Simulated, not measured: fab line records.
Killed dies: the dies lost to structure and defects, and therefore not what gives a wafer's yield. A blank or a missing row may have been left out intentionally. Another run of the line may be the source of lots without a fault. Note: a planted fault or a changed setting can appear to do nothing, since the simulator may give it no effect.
A lot that was struck, set against a sound lot | flow nandHarc | 13 out of 1302 route steps
Sound: wafers L319.1, L319.5, L319.6. Struck: wafer L324.2 (L324.1, L324.4, from the same lot, were not struck and are left out); the cause is given at the end.
Per side, at each step with rows, come the tool, then ch with its chambers, and then its first start. Under that, the readings that differ: sound wafers | struck wafers | difference of the means | sigmas: that difference in standard deviations of wafers without a fault.
alike: readings with means less than 2 such deviations apart, plus words and numbers identical on both sides. not compared: withheld readings, readings lacking a value on some wafer, bounds such as >300 that could conceal the same value, and numbers that have no deviation in the record and whose values overlap.
The two part at a step that has a row with sigmas, a row that says differs or no value, or rows on one side only. Numbers that don't overlap but have no deviation are shown without sigmas and don't part them. Lack of a reading on every wafer of one side parts them only where that side has two or more wafers.

NHARC_A_SOURCE_PLATE_THK_MEAS_06: measures by ellipsometry.
  sound: filmMetro-02 at day 10 23:28; struck: filmMetro-01 at day 12 22:10
  alike: thkNm
NHARC_A_SOURCE_PLATE_INSPECT_08:
  sound: defectInspect-01 at day 10 23:34; struck: defectInspect-01 at day 12 22:17
  alike: rawDefectCount
following that, 1 step holds no rows for these wafers, namely NHARC_A_ONON_D1_DEP_00 (target thickness 1000 nm).
NHARC_A_ONON_D1_THK_MEAS_02: measures by ellipsometry.
  sound: filmMetro-02 at day 11 00:08; struck: filmMetro-02 at day 12 22:52
reading    | sound          | struck | difference | sigmas
thkNm (nm) | 1023 1021 1021 | 987    | -35        | -3
following that, 1 step holds no rows for these wafers, namely NHARC_A_ONON_D1_DEP_03 (target thickness 1000 nm).
NHARC_A_ONON_D1_THK_MEAS_05: measures by ellipsometry.
  sound: filmMetro-01 at day 11 00:43; struck: filmMetro-01 at day 12 23:26
  alike: thkNm
following that, 1 step holds no rows for these wafers, namely NHARC_A_ONON_D1_DEP_06 (target thickness 1000 nm).
NHARC_A_ONON_D1_THK_MEAS_08: measures by ellipsometry.
  sound: filmMetro-01 at day 11 01:17; struck: filmMetro-01 at day 13 00:00
  alike: thkNm
following that, 1 step holds no rows for these wafers, namely NHARC_A_ONON_D1_DEP_09 (target thickness 1000 nm).
NHARC_A_ONON_D1_THK_MEAS_11: measures by ellipsometry.
  sound: filmMetro-02 at day 11 01:51; struck: filmMetro-01 at day 13 00:34
  alike: thkNm
NHARC_A_ONON_D1_DEP_12: target thk 1000 nm.
  sound on pecvdOnon-04 ch 0, day 11 01:54; struck on pecvdOnon-02 ch 0, day 13 00:37
NHARC_A_ONON_D1_THK_MEAS_14: measures by ellipsometry.
  sound: filmMetro-01 at day 11 02:25; struck: filmMetro-02 at day 13 01:18
reading    | sound       | struck | difference | sigmas
thkNm (nm) | 997 997 997 | 1535   | +538       | +60
  not compared: hold
-- the record jumps here: 16 days lie between the struck wafers' starts before and after (it left off in module A_ONON_D1 and takes up again in module END, whose first step shown is number 1302 of the route) --
NHARC_END_SORT_01:
  sound on prober-01 ch 0, day 27 11:07; struck on prober-02 ch 0, day 29 10:58
reading       | sound    | struck                  | difference                   | sigmas
hold          | - - -    | awaitDispo/5.6h/release | no value on the sound wafers | 
killedAtArray | 77 79 78 | 674                     | +596                         | +35
killedDies    | 83 92 86 | 677                     | +590                         | +35
killedShort   | 1 2 1    | 5                       | +4                           | +2
  alike: killedAtOther, killedAtPeriphery, killedOpen

== WHERE THEY PART ==
Last at NHARC_END_SORT_01 as far as this record goes, first at NHARC_A_ONON_D1_THK_MEAS_02.

WHY: what the simulator had put in
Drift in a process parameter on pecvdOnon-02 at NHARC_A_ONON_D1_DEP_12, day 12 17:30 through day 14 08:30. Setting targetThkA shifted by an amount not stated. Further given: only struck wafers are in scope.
